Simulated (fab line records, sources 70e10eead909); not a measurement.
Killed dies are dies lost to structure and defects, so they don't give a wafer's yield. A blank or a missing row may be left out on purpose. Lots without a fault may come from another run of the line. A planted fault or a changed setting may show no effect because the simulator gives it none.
A struck lot beside a sound one | flow nand_harc | 40 steps out of a route of 1159
Sound: wafers L305.1, L305.2, L305.3. Struck: wafers L317.3, L317.4, L317.6. The cause comes at the end.
At each step with rows: each side's tool, then ch and its chambers, then its first start. Under that, the readings that differ: sound wafers | struck wafers | difference of the means | sigmas: that difference in standard deviations of wafers without a fault.
alike: readings whose means differ by less than 2 such deviations, and words and numbers that are the same on both sides. not compared: withheld readings, readings that some wafer has no value for, bounds like >300 that may hide the same value, and numbers for which the record gives no deviation and whose values overlap.
The two part at a step that has a row with sigmas, a row that says differs or no value, or rows on one side only. Numbers that don't overlap but have no deviation are shown without sigmas and don't part them. A reading that every wafer of one side lacks parts them only if that side has two wafers or more.

first, 8 steps without rows for these wafers: NHARC_A_STAIRCASE_HMDS_282 (time 30 s); NHARC_A_STAIRCASE_COAT_283; NHARC_A_STAIRCASE_SOFTBAKE_284 (time 170 s); NHARC_A_STAIRCASE_EBR_285; NHARC_A_STAIRCASE_EXPOSE_286 (exposes mask CHOP 100); NHARC_A_STAIRCASE_PEB_287 (peb time 130 s); NHARC_A_STAIRCASE_DEVELOP_288 (time 140 s); NHARC_A_STAIRCASE_HARDBAKE_290 (time 140 s).
NHARC_A_STAIRCASE_DESCUM_291: chemistry O2, time 3 s.
  sound on rie_diel-05 ch 0,1,2, day 13 19:43; struck on rie_diel-05 ch 0,2, day 16 17:22
  alike: drypump_motor_current_A, oes_product_au, rf_vpp_V, showerhead_plenum_p_Torr, throttle_valve_pct
  not compared: rf_hours_counter_h
NHARC_A_STAIRCASE_ETCH_292: etches the open film in CF4/CHF3.
  sound on rie_diel-05 ch 0,2,3, day 13 19:48; struck on rie_diel-05 ch 0,2,3, day 16 17:28
  alike: cf4_flow_sccm, drypump_motor_current_A, oes_product_au, rf_vpp_V, showerhead_plenum_p_Torr, throttle_valve_pct
  not compared: rf_hours_counter_h
then, 1 step without rows for these wafers: NHARC_A_STAIRCASE_HM_OPEN_460 (chemistry O2/COS).
NHARC_A_STAIRCASE_STRIP_461: strips in O2/COS.
  sound on rie_diel-05 ch 0,1,2, day 13 20:13; struck on rie_diel-05 ch 0,2, day 16 17:52
then, 6 steps without rows for these wafers: NHARC_A_STAIRCASE_ETCH_452 (etches the open film in CF4/O2, target depth 30 nm, overetch 3 nm, time 16.5 s); NHARC_A_STAIRCASE_ETCH_294 (etches the open film in C4F8/O2/Ar, target depth 4992 nm, time 1212.4 s); NHARC_A_STAIRCASE_STRIP_295 (strips in O2); NHARC_A_STAIRCASE_STRIP_296 (strips in SPM, time 900 s); NHARC_A_STAIRCASE_PRECLEAN_297 (cleans in SC1); NHARC_A_STAIRCASE_SRD_298.
NHARC_A_STAIRCASE_HM_DEP_462: deposits aC, target thk 800 nm.
  sound on acl_dep-01 ch 0, day 14 00:02; struck on acl_dep-01 ch 0, day 16 23:04
  alike: throttle_valve_pct
then, 10 steps without rows for these wafers: NHARC_A_STAIRCASE_DEP_301 (deposits SiON, target thk 30 nm); NHARC_A_STAIRCASE_DEHYDRATE_302 (time 120 s); NHARC_A_STAIRCASE_HMDS_303 (time 30 s); NHARC_A_STAIRCASE_COAT_304; NHARC_A_STAIRCASE_SOFTBAKE_305 (time 170 s); NHARC_A_STAIRCASE_EBR_306; NHARC_A_STAIRCASE_EXPOSE_307 (exposes mask CHOP 50); NHARC_A_STAIRCASE_PEB_308 (peb time 130 s); NHARC_A_STAIRCASE_DEVELOP_309 (time 140 s); NHARC_A_STAIRCASE_HARDBAKE_311 (time 140 s).
NHARC_A_STAIRCASE_DESCUM_312: chemistry O2, time 3 s.
  sound on rie_diel-13 ch 0,1,3, day 14 03:02; struck on rie_diel-13 ch 0,3, day 17 01:12
  alike: drypump_motor_current_A, oes_product_au, rf_vpp_V, showerhead_plenum_p_Torr, throttle_valve_pct
  not compared: rf_hours_counter_h
then, 5 steps without rows for these wafers: NHARC_A_STAIRCASE_ETCH_313 (etches the open film in CF4/CHF3); NHARC_A_STAIRCASE_HM_OPEN_463 (chemistry O2/COS); NHARC_A_STAIRCASE_STRIP_464 (strips in O2/COS); NHARC_A_STAIRCASE_ETCH_453 (etches the open film in CF4/O2, target depth 30 nm, overetch 3 nm, time 16.5 s); NHARC_A_STAIRCASE_ETCH_315 (etches the open film in C4F8/O2/Ar, target depth 2500 nm, time 607.1 s).
NHARC_A_STAIRCASE_STRIP_316: strips in O2.
  sound on rie_diel-13 ch 0,2,3; struck on rie_diel-13 ch 0,1
  alike: drypump_motor_current_A, oes_product_au, rf_vpp_V, showerhead_plenum_p_Torr, throttle_valve_pct
  not compared: rf_hours_counter_h
then, 3 steps without rows for these wafers: NHARC_A_STAIRCASE_STRIP_317 (strips in SPM, time 900 s); NHARC_A_STAIRCASE_PRECLEAN_318 (cleans in SC1); NHARC_A_STAIRCASE_SRD_329.
-- the record jumps here: 9 days lie between the struck wafers' starts before and after (it left off in module A_STAIRCASE and takes up again in module END, whose first step shown is number 1159 of the route) --
NHARC_END_SORT_01:
  sound on prober-02 ch 0, day 21 22:01; struck on prober-01 ch 0, day 25 20:52
  reading         | sound    | struck      | difference | sigmas
  killed_at_array | 25 32 22 | 112 113 124 | +90        | +10
  killed_dies     | 25 32 23 | 115 117 124 | +92        | +10
  alike: killed_at_other, killed_at_periphery, killed_open, killed_short

WHERE THEY PART
Only at NHARC_END_SORT_01, within this record.

WHY: what the simulator had put in
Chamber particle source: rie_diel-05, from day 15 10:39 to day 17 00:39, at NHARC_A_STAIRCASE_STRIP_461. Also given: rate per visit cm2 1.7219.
